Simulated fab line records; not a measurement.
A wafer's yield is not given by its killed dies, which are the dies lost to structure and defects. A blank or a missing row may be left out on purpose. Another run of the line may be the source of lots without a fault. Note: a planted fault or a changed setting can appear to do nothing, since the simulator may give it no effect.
A single fault, viewed from 2 desks ; flow n5Finfet ; numbers are kept per desk, each desk with only its own; the story behind them comes last

## FROM THE METROLOGY DESK
Lot by lot, what the gauges showed, no matter which tool ran the lot: averages of those sampled wafers that carry a number. Any lot whose mean is over 4 standard deviations away from the usual mean is out of limits and marked OUT; that distance is given in the brackets. Readings shown: 7 out of 11 (the first out of limits, and those lying furthest out on some lot).
Columns: A = PMOS_HMC_BLK_OVL at N5_PMOS_HMC_CHANNEL_EPI_OVL_MEAS_10, usual -0.7 nm; B = DIBL_P at N5_BEOL_M4_RC_MEAS_101, usual 36.4 mV/V; C = IOFF_P at N5_BEOL_M4_RC_MEAS_101, usual 0.21 nA/um; D = ION_P at N5_BEOL_M4_RC_MEAS_101, usual 465 uA/um; E = SS_N at N5_BEOL_M4_RC_MEAS_101, usual 71.4 mV/dec; F = SS_P at N5_BEOL_M4_RC_MEAS_101, usual 73.2 mV/dec; G = VT_P at N5_BEOL_M4_RC_MEAS_101, usual -250 mV
lot;first seen here;A;B;C;D;E;F;G
L653;day 1 18:44;0.2;39.2;0.22;463;72.0;74.0;-252
L654;day 1 23:33;-0.3;36.1;0.22;464;71.9;73.4;-250
L655;day 2 05:10;-1.1;32.7;0.15;456;71.6;72.1;-255
L657;day 2 17:26;-0.4;35.4;0.24;465;71.5;73.7;-246
L662;day 3 23:11;0.2;36.5;0.18;459;71.7;72.7;-257
L664;day 4 12:12;56.9 (+77) OUT;36.5;0.19;466;70.6;72.9;-252
L665;day 4 21:11;-0.9;37.4;0.26;476;71.6;73.5;-247
L671;day 6 05:08;58.9 (+79) OUT;37.7;0.20;452;71.3;73.1;-253
L674;day 6 23:38;-1.1;34.8;0.20;468;71.1;72.8;-250
L675;day 7 05:17;-0.3;36.8;0.21;458;71.3;73.2;-248
This desk's finding: out of limits on L664, L671; first on L664, day 4 12:12 (PMOS_HMC_BLK_OVL at N5_PMOS_HMC_CHANNEL_EPI_OVL_MEAS_10). Within limits: L653, L654, L655, L657, L662, L665, L674, L675.

## THE DEFECT DESK
Lot by lot, what the route's inspections counted, given as the mean of those sampled wafers with a number. Any lot whose mean is over 4 standard deviations away from the usual mean is out of limits and marked OUT; that distance is given in the brackets.
Columns: A = rawDefectCount at N5_WELL_APT_INSPECT_27, usual 2.1; B = rawDefectCount at N5_WELL_APT_INSPECT_38, usual 13; C = rawDefectCount at N5_PMOS_HMC_CHANNEL_EPI_INSPECT_11, usual 2.0
lot;first seen here;A;B;C
L653;day 1 15:59;2.7;9;2.3
L654;day 1 21:08;3.3;10;1.0
L655;day 2 02:54;2.3;12;3.0
L657;day 2 15:18;4.0;9;1.3
L662;day 3 21:03;2.3;17;2.7
L664;day 4 09:01;1.3;11;1.7
L665;day 4 17:56;2.3;14;2.0
L671;day 6 02:58;1.7;12;2.0
L674;day 6 21:01;1.5;18;1.5
L675;day 7 03:07;0.3;14;0.7
Finding of this desk: none of the 10 lots has anything out of limits.

## PUT TOGETHER
The metrology desk could have raised an alarm at day 4 12:12, on L664, L671.
No out-of-limits result turned up at the defect desk.
The defect desk has L664, L671 on record, within its limits.
N5_PMOS_HMC_CHANNEL_EPI_EXPOSE_06 was run on arfiScanner-03 by each of the lots named.

## WHAT HAD BEEN PUT IN BY THE SIMULATOR
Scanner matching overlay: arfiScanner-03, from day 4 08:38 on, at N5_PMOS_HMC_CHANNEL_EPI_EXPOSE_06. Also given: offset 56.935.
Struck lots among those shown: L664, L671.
Per desk, hours elapsed from the start of the fault to the first reading out of limits: for the metrology desk, 4.
